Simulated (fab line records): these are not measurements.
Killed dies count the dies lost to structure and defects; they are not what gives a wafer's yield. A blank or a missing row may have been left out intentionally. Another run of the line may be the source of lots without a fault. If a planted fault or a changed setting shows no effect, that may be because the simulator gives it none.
fab line records	flow nandHarc	part 2 of 2: steps 5 to 6 of 6
[record] lots = 23	wafers = 69	lastDay = 33
route steps=1302 shown A_STAIRCASE@734
lots untouched by any fault: they come from a run of this same line in which no faults occurred
startH: hours from the record's first day to the start of the lot's first wafer shown	waitH: time in hours since the lot's previous step	" same as the row above	L1.1+2: a single row standing in for several wafers	- no value, or no start given	* or withheld: withheld	< > ~ a bound
route shown NAME@n: NAME is a module with steps in the file, n the number in the route of the first one	usual: average and standard deviation across the fault-free wafers	same: alike in all rows	chamber/n: place in a boat	sites: per-site readings	_std_site: how widely they spread, as a standard deviation	_edge_site: the outer-site mean with the inner-site mean subtracted	radiusMm: how far each site lies from the wafer's centre	mask NAME#n: copy n	behind: tool/chamber where the wafer was last shaped	hold: why the lot was held/for how many hours/how that ended	device: transistor that didn't switch, given as n, p or np	end of line: tests of these same wafers at the route's end	step lacking rows: just its recipe	killed: dies lost to structure and defects at the first sort, not the wafer's yield	map: a wafer's dies, x killed, . not, _ none there
set.NAME: the run value of the setting; set.NAME@STEP: its run value at that earlier step	model.NAME: the simulator's own value behind a step, which no gauge read
steps of the route over a sample of lots; a table a step, a row a wafer
services: when a tool's chamber went out of use (startH, in hours from the record's first day, below 0 if earlier), for how many hours, and the reason
[[steps]]
[step NHARC_A_STAIRCASE_ALD_415]
[recipe] targetThkA = 300	pulseTimeS = 6	aldCycles = 300	tempC = 300	material = SiO2
[usual] heaterPowerW = 467/50	precursorPulseHeightRel = 1.000/0.021
lot.wafer	tool	chamber	startH	waitH	heaterPowerW	precursorPulseHeightRel
L074.3	aldHk-02	3	381.99	0.1	463	1.034
L074.1	"	1	"	"	426	0.961
L074.6	"	0	"	"	504	1.029
L075.3	aldHk-04	0	393.00	0.1	439	1.001
L075.4	"	1	"	"	542	1.017
L075.2	"	2	"	"	467	1.048
L078.2	aldHk-03	1	405.95	0.1	429	1.004
L078.3	"	3	"	"	534	1.004
L078.5	"	2	"	"	426	1.046
L077.1	aldHk-04	2	409.60	0.1	466	1.022
L077.4	"	3	"	"	482	0.982
L077.5	"	2	"	"	485	0.996
L076.1	aldHk-03	3	433.34	0.3	542	1.004
L076.3	"	0	"	"	433	0.993
L076.2	"	1	"	"	421	0.996
L079.2	aldHk-03	2	436.63	0.1	417	0.963
L079.3	"	3	"	"	544	1.000
L079.5	"	2	"	"	425	0.993
L080.1	aldHk-04	1	442.12	0.1	554	0.988
L080.2	"	2	"	"	470	0.982
L080.5	"	2	444.45	2.4	467	0.975
L081.2	aldHk-04	3	459.00	1.0	461	0.989
L081.1	"	0	"	"	401	1.001
L081.5	"	2	"	"	467	1.029
L082.1	aldHk-04	0	462.25	1.0	384	1.003
L082.4	"	1	"	"	573	0.970
L082.6	"	3	"	"	452	1.043
L083.2	aldHk-03	0	479.95	0.3	435	1.051
L083.3	"	1	"	"	427	0.971
L083.6	"	3	"	"	519	1.000
L085.2	aldHk-02	1	497.09	0.1	440	1.012
L085.5	"	1	"	"	425	0.995
L085.6	"	2	"	"	432	0.981
L084.1	aldHk-02	1	500.02	0.1	437	1.016
L084.4	"	0	"	"	513	0.993
L084.5	"	1	"	"	431	0.987
L086.2	aldHk-02	0	512.14	0.1	504	0.977
L086.4	"	1	"	"	433	1.009
L086.5	"	0	"	"	525	1.030
L087.2	aldHk-02	3	519.46	0.1	474	0.990
L087.3	"	0	"	"	508	1.030
L087.4	"	1	"	"	446	1.018
L089.1	aldHk-03	2	537.75	0.1	417	0.983
L089.3	"	0	"	"	425	0.996
L089.4	"	1	"	"	425	1.000
L088.4	aldHk-04	0	542.12	0.5	405	0.989
L088.3	"	1	"	"	559	1.004
L088.6	"	2	"	"	463	1.005
L090.4	aldHk-04	0	564.33	0.5	391	1.007
L090.5	"	2	"	"	456	0.992
L090.6	"	3	"	"	455	1.010
L091.1	aldHk-03	3	565.17	0.1	544	0.981
L091.4	"	1	"	"	421	1.046
L091.3	"	2	"	"	421	0.990
L095.4	aldHk-04	2	589.18	0.1	470	1.015
L095.1	"	3	"	"	476	0.954
L095.5	"	2	"	"	450	0.997
L094.2	aldHk-03	0	591.26	0.3	457	0.966
L094.5	"	3	"	"	539	1.007
L094.6	"	0	"	"	449	0.998
L093.1	aldHk-03	2	602.79	1.7	451	1.022
L093.6	"	3	"	"	550	0.988
L093.5	"	0	"	"	444	1.018
L096.1	aldHk-03	2	605.68	0.1	445	0.990
L096.5	"	2	"	"	449	1.023
L096.6	"	3	"	"	556	0.973
L097.2	aldHk-03	0	612.24	0.1	453	1.010
L097.1	"	3	"	"	550	0.974
L097.6	"	0	"	"	437	0.964
[step NHARC_A_STAIRCASE_ETCHBACK_416]
[recipe] targetDepthA = 360	timeS = 7.2	c4f8FlowSccm = withheld	o2FlowSccm = 8	arFlowSccm = withheld	rfW = 600	biasW = 800	chemistry = C4F8/O2/Ar
[usual] biasW = 800.1/2.4	oesProductAu = 0.934/0.025	rfFwdPowerW = 585.8/2.3	rfVppV = 724/4.6
lot.wafer	tool	chamber	startH	waitH	biasW	oesProductAu	rfFwdPowerW	rfHoursCounterH	rfVppV
L074.3	rieDiel-09	3	-	-	798.8	0.923	583.2	21	727
L074.1	"	0	"	"	802.0	0.926	587.7	23	723
L074.6	"	3	"	"	799.9	0.922	583.9	-	728
L075.2	rieDiel-12	1	-	-	798.1	0.928	583.4	35	722
L075.4	"	2	"	"	803.0	0.923	585.6	37	719
L075.3	"	3	"	"	797.1	0.920	585.2	39	729
L078.3	rieDiel-12	2	-	-	802.4	0.990	587.1	43	719
L078.2	"	3	"	"	798.7	1.003	585.6	43	729
L078.5	"	1	"	"	806.2	1.009	586.2	-	721
L077.4	rieDiel-09	2	-	-	800.3	0.931	588.3	28	724
L077.1	"	1	"	"	802.3	0.925	585.6	33	716
L077.5	"	2	"	"	801.8	0.907	591.0	-	725
L076.2	rieDiel-13	2	-	-	798.8	0.943	585.5	27	719
L076.1	"	3	"	"	799.2	0.922	582.6	31	726
L076.3	"	1	"	"	801.8	0.921	584.1	29	722
L079.2	rieDiel-13	2	-	-	801.2	0.929	584.6	28	718
L079.3	"	3	"	"	795.9	0.915	585.6	32	727
L079.5	"	1	"	"	802.4	0.919	584.9	-	721
L080.2	rieDiel-09	0	445.62	2.6	799.1	0.925	589.1	46	721
L080.1	"	1	"	"	801.8	0.930	586.3	43	716
L080.5	"	3	"	"	796.9	0.916	586.6	-	727
L081.2	rieDiel-09	1	461.55	2.1	800.5	0.942	583.4	51	714
L081.1	"	0	"	"	797.1	0.927	584.3	53	720
L081.5	"	1	"	"	803.0	0.933	584.5	-	714
L082.1	rieDiel-13	2	464.78	2.1	803.8	1.008	583.2	37	720
L082.4	"	1	"	"	801.6	0.990	586.8	42	722
L082.6	"	2	"	"	804.9	1.011	584.2	-	717
L083.3	rieDiel-12	0	-	-	801.6	0.923	581.7	7	730
L083.2	"	2	"	"	797.4	0.930	584.0	9	719
L083.6	"	0	"	"	799.1	0.926	584.1	-	731
L085.2	rieDiel-12	1	-	-	799.7	0.930	582.6	13	720
L085.5	"	3	"	"	799.0	0.925	585.6	-	727
L085.6	"	0	"	"	794.2	0.922	583.5	-	730
L084.4	rieDiel-12	3	-	-	802.7	0.924	584.5	13	729
L084.1	"	1	"	"	798.0	0.917	582.9	14	722
L084.5	"	0	"	"	797.4	0.925	584.9	-	732
L086.2	rieDiel-09	0	-	-	799.6	0.910	585.7	3	722
L086.4	"	1	"	"	800.7	0.920	583.4	3	730
L086.5	"	3	"	"	796.8	0.923	580.3	-	726
L087.3	rieDiel-09	0	-	-	800.9	0.993	585.1	3	723
L087.4	"	1	"	"	802.5	0.989	584.5	4	731
L087.2	"	3	"	"	801.8	0.999	585.2	3	726
L089.4	rieDiel-12	1	-	-	800.2	0.928	585.0	29	722
L089.1	"	2	"	"	802.1	0.933	585.9	29	718
L089.3	"	0	"	"	799.0	0.937	580.9	24	731
L088.3	rieDiel-09	1	-	-	798.6	0.924	586.2	13	732
L088.4	"	2	"	"	802.5	0.912	589.8	10	724
L088.6	"	0	"	"	801.9	0.916	585.5	-	721
L090.4	rieDiel-09	2	-	-	798.1	0.925	589.5	15	725
L090.5	"	0	"	"	798.6	0.914	583.9	-	722
L090.6	"	1	"	"	796.9	0.935	586.8	-	731
L091.4	rieDiel-12	2	-	-	801.0	0.928	587.1	37	718
L091.3	"	3	"	"	801.5	0.903	587.4	34	727
L091.1	"	1	"	"	798.4	0.917	586.4	40	722
L095.4	rieDiel-13	1	-	-	800.0	0.935	588.0	24	722
L095.1	"	2	"	"	804.7	0.928	583.4	25	718
L095.5	"	3	"	"	800.8	0.926	583.0	-	724
L094.2	rieDiel-09	0	-	-	797.0	0.923	584.7	28	722
L094.6	"	2	"	"	802.9	0.927	592.9	-	723
L094.5	"	3	"	"	800.5	0.931	588.7	-	727
L093.1	rieDiel-09	0	-	-	802.6	0.922	587.8	30	723
L093.5	"	3	"	"	799.1	0.927	584.7	-	726
L093.6	"	0	"	"	802.1	0.925	585.9	-	722
L096.1	rieDiel-12	0	-	-	797.4	0.927	583.6	47	730
L096.6	"	3	"	"	801.9	0.920	589.7	-	726
L096.5	"	0	"	"	796.4	0.924	583.8	-	732
L097.2	rieDiel-09	0	-	-	794.3	0.916	585.0	33	722
L097.1	"	1	"	"	799.8	0.934	586.2	32	730
L097.6	"	0	"	"	797.4	0.916	585.7	-	721
[[services]]
tool	chamber	startH	hours	kind
rieDiel-13	-	334.71	0.5	repair
rieDiel-12	1	339.56	4.2	repair
rieDiel-13	-	342.05	9.0	pm
rieDiel-13	2	361.68	7.6	repair
aldHk-03	-	392.88	2.6	repair
rieDiel-09	0	415.18	2.8	repair
plasmaAsher-02	-	426.29	9.0	pm
aldHk-04	-	432.07	10.0	pm
rieDiel-12	-	446.40	9.0	pm
plasmaAsher-02	-	454.34	0.9	repair
aldHk-03	-	459.29	0.5	repair
rieDiel-12	0	465.41	9.0	repair
rieDiel-09	-	497.46	9.0	pm
rieDiel-13	-	519.05	9.0	pm
plasmaAsher-01	-	519.40	9.0	pm
rieDiel-13	-	541.96	0.2	repair
aldHk-03	-	569.45	10.0	pm
aldHk-04	-	571.77	1.0	repair
rieDiel-09	-	572.15	0.2	repair
rieDiel-09	1	573.14	4.5	repair
rieDiel-12	3	581.97	1.5	repair
rieDiel-12	1	602.59	2.8	repair
plasmaAsher-02	-	603.49	9.0	pm
plasmaAsher-02	-	613.20	4.1	repair
